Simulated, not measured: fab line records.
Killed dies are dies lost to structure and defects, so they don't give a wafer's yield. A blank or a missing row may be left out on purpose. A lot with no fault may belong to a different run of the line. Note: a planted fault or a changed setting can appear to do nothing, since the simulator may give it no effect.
Struck lot and sound lot, side by side / flow n5_finfet / 34 steps out of a route of 1938
Sound: these wafers, L906.1, L906.2, L906.5. Struck: wafer L918.5 (left out: L918.2, L918.4 of the same lot, which were not struck); the cause appears at the end.
Order at every step that has rows: each side's tool, ch and its chambers, its first start. Under that, the readings that differ: sound wafers / struck wafers / difference of the means / sigmas: that difference in standard deviations of wafers without a fault.
alike: a reading whose means differ by less than 2 such deviations, as well as words and numbers matching on both sides. not compared: withheld readings; readings where some wafer has no value; bounds like >300 that might hide an equal value; numbers whose values overlap and for which the record gives no deviation.
The two part at a step that has a row with sigmas, a row that says differs or no value, or rows on one side only. Numbers that don't overlap but have no deviation are shown without sigmas and don't part them. A reading missing from all wafers of one side parts the sides only when that side holds two or more wafers.

first, 9 steps without rows for these wafers: N5_BEOL_M11_PEB_26 (peb time 60 s); N5_BEOL_M11_DEVELOP_27 (develop time 30 s); N5_BEOL_M11_DESCUM_33 (chemistry O2, time 7.9 s); N5_BEOL_M11_ETCH_65 (etches SiARC in CF4, target depth 39 nm, time 65 s); N5_BEOL_M11_ETCH_66 (etches SOC in N2/H2, target depth 120 nm, overetch 24 nm, time 180 s); N5_BEOL_M11_STRIP_69 (strips in N2/H2); N5_BEOL_M11_VIA_ETCH_34 (etches SiCOH lowk in C4F6/O2, target depth 184.5 nm, time 69.2 s); N5_BEOL_M11_STRIP_73 (strips in C4F6/O2); N5_BEOL_M11_STRIP_36 (strips in N2/H2).
N5_BEOL_M11_TRENCH_ETCH_37: etches SiCOH lowk in C4F6/O2, target depth 148.83 nm, time 48 s.
  sound on rie_diel-02 ch 0,1,2, day 11 16:43; struck on rie_diel-02 ch 0, day 15 06:37
  alike: drypump_motor_current_A, oes_product_au, rf_vpp_V, showerhead_plenum_p_Torr, throttle_valve_pct
  not compared: rf_hours_counter_h
then, 23 steps without rows for these wafers: N5_BEOL_M11_ETCH_41 (etches SiCN in CH3F/O2, target depth 42.6 nm, time 86 s); N5_BEOL_M11_STRIP_77 (strips in N2/H2, time 10 s); N5_BEOL_M11_HM_STRIP_39 (strips TiN in peroxide tin strip, target depth 25 nm, time 158 s); N5_BEOL_M11_SRD_40 (time 30 s); N5_BEOL_M11_PRECLEAN_42 (cleans in residue remover, time 60 s); N5_BEOL_M11_SRD_43 (time 30 s); N5_BEOL_M11_CURE_72 (cures SiCOH lowk, time 120 s); N5_BEOL_M11_DEGAS_44 (time 60 s); N5_BEOL_M11_PRE_CLEAN_45 (time 30 s); N5_BEOL_M11_ALD_74 (deposits TaN, target thk 2 nm, pulse time 2 s, purge time 3 s); N5_BEOL_M11_SURFACE_TREAT_76; N5_BEOL_M11_CVD_75 (deposits Co from CCTBA/H2, target thk 2 nm, time 138.9 s); N5_BEOL_M11_SPUTTER_48 (material Cu, target thk 12 nm, time 2 s); N5_BEOL_M11_ECD_50 (material Cu, target thk 318 nm); N5_BEOL_M11_ANNEAL_51 (time 90 s); N5_BEOL_M11_CMP_52 (polishes, stops on SiCOH lowk, t overpolish 7 s, target thk 140 nm); N5_BEOL_M11_PRE_CLEAN_55 (time 15 s); N5_BEOL_M11_DEP_56 (deposits SiCN from 3MS/NH3, target thk 30 nm, time 10.5 s); N5_BEOL_M12_ILD_DEP_00 (deposits SiOC from DEMS/O2, target thk 658.92 nm, time 130.7 s); N5_BEOL_M12_COAT_58 (time 60 s, resist thk 89 nm); N5_BEOL_M12_COAT_04 (resist thk 400 nm); N5_BEOL_M12_EBR_06; N5_BEOL_M12_SOFTBAKE_05 (time 60 s).
N5_PASSIVATION_PROBE_49:
  the record has rows for the struck wafers here (prober-02, day 16 23:23) and none for the sound ones

## WHERE THEY PART
Only at N5_PASSIVATION_PROBE_49, within this record.

WHY: whatever the simulator had introduced
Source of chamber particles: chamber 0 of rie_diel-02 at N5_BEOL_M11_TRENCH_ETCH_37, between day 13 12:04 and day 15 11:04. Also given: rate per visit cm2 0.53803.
